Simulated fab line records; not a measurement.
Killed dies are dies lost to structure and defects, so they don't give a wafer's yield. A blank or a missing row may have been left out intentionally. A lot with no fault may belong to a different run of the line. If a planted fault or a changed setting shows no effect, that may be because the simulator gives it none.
A lot that was struck, set against a sound lot -- flow nand-harc -- 14 out of 1302 route steps
Sound: the wafers L642.1, L642.2, L642.6. Struck: wafer L637.5 (left out: L637.3, L637.6 of the same lot, which were not struck); the cause appears at the end.
Each step with rows lists, per side, the tool, then ch with its chambers, then its first start. Under that, the readings that differ: sound wafers -- struck wafers -- difference of the means -- sigmas: that difference in standard deviations of wafers without a fault.
alike: readings whose means differ by less than 2 such deviations, and words and numbers that are the same on both sides. not compared: withheld readings, readings that some wafer has no value for, bounds like >300 that may hide the same value, and numbers for which the record gives no deviation and whose values overlap.
Wherever a step has rows on one side only, a row that says differs or no value, or a row with sigmas, the two part there. Numbers that don't overlap but have no deviation are shown without sigmas and don't part them. A reading that every wafer of one side lacks parts them only if that side has two wafers or more.

NHARC_A_CHANNEL_FILL_D2_ALD_15: deposits SiNx, target thk 2 nm, pulse time 60 s, ald cycles 19.
  sound: ald-sin-batch-02 ch 0; struck: ald-sin-batch-01 ch 0
  alike: precursor-pulse-height-rel
  not compared: ald-cycles
NHARC_A_CHANNEL_FILL_D2_ALD_16: deposits SiO2, target thk 1.5 nm, pulse time 10 s, ald cycles 15.
  sound on ald-hk-03 ch 2,3, day 22 15:19; struck on ald-hk-01 ch 1, day 20 02:10
  alike: heater-power-outer-w, heater-power-w, precursor-pulse-height-rel
  not compared: ald-cycles
then, 3 steps without rows for these wafers: NHARC_A_CHANNEL_FILL_D2_ANNEAL_17 (time 1800 s); NHARC_A_CHANNEL_FILL_D2_CVD_18 (deposits poly-Si, target thk 3 nm); NHARC_A_CHANNEL_FILL_D2_ETCHBACK_19 (etches the open film in HBr/Cl2, target depth 5 nm, time 1.7 s).
NHARC_A_CHANNEL_FILL_D2_ETCHBACK_20: etches the open film in C4F8/O2/Ar, target depth 27 nm, time 13.5 s.
  sound on rie-diel-11 ch 0,3, day 23 03:32; struck on rie-diel-11 ch 0, day 20 13:37
reading,sound,struck,difference,sigmas
oes-product-au (a.u.),0.990 0.999 0.991,0.947,-0.046,-3
  alike: rf-vpp-V
  not compared: rf-hours-counter-h
NHARC_A_CHANNEL_FILL_D2_STRIP_28: strips in O2, time 20 s.
  sound on rie-diel-11 ch 0,2,3, day 23 03:38; struck on rie-diel-11 ch 1, day 20 13:42
  alike: drypump-motor-current-A, oes-product-au, rf-vpp-V, showerhead-plenum-p-Torr, throttle-valve-pct
  not compared: rf-hours-counter-h
then, 4 steps without rows for these wafers: NHARC_A_CHANNEL_FILL_D2_PRECLEAN_21 (cleans in dHF, time 30 s); NHARC_A_CHANNEL_FILL_D2_SRD_23; NHARC_A_CHANNEL_FILL_D2_CVD_05 (deposits poly-Si, target thk 5 nm); NHARC_A_CHANNEL_FILL_D2_ANNEAL_22 (time 7200 s).
NHARC_A_CHANNEL_FILL_D2_ALD_25: deposits SiOx, target thk 60 nm, pulse time 10 s, ald cycles 600.
  sound on ald-hk-01 ch 1,2, day 23 14:55; struck on ald-hk-03 ch 0, day 21 03:21
reading,sound,struck,difference,sigmas
ald-cycles,600 600 600,501,-99,
precursor-pulse-height-rel,1.005 0.997 1.009,0.953,-0.051,-3
  alike: heater-power-outer-w, heater-power-w
NHARC_A_CHANNEL_FILL_D2_ETCHBACK_08: etches the open film in C4F8, target depth 220 nm, time 110 s.
  sound: rie-diel-02 ch 2,3; struck: rie-diel-02 ch 1
  alike: oes-product-au, rf-vpp-V
  not compared: rf-hours-counter-h
following that, these wafers have no rows for 1 step: NHARC_END_SORT_01.

WHERE THEY PART
At NHARC_A_CHANNEL_FILL_D2_ETCHBACK_20 first; at NHARC_A_CHANNEL_FILL_D2_ALD_25 last (within this record only). Later steps at which nothing parts them and some readings are alike: NHARC_A_CHANNEL_FILL_D2_ETCHBACK_08.

WHY: whatever the simulator had introduced
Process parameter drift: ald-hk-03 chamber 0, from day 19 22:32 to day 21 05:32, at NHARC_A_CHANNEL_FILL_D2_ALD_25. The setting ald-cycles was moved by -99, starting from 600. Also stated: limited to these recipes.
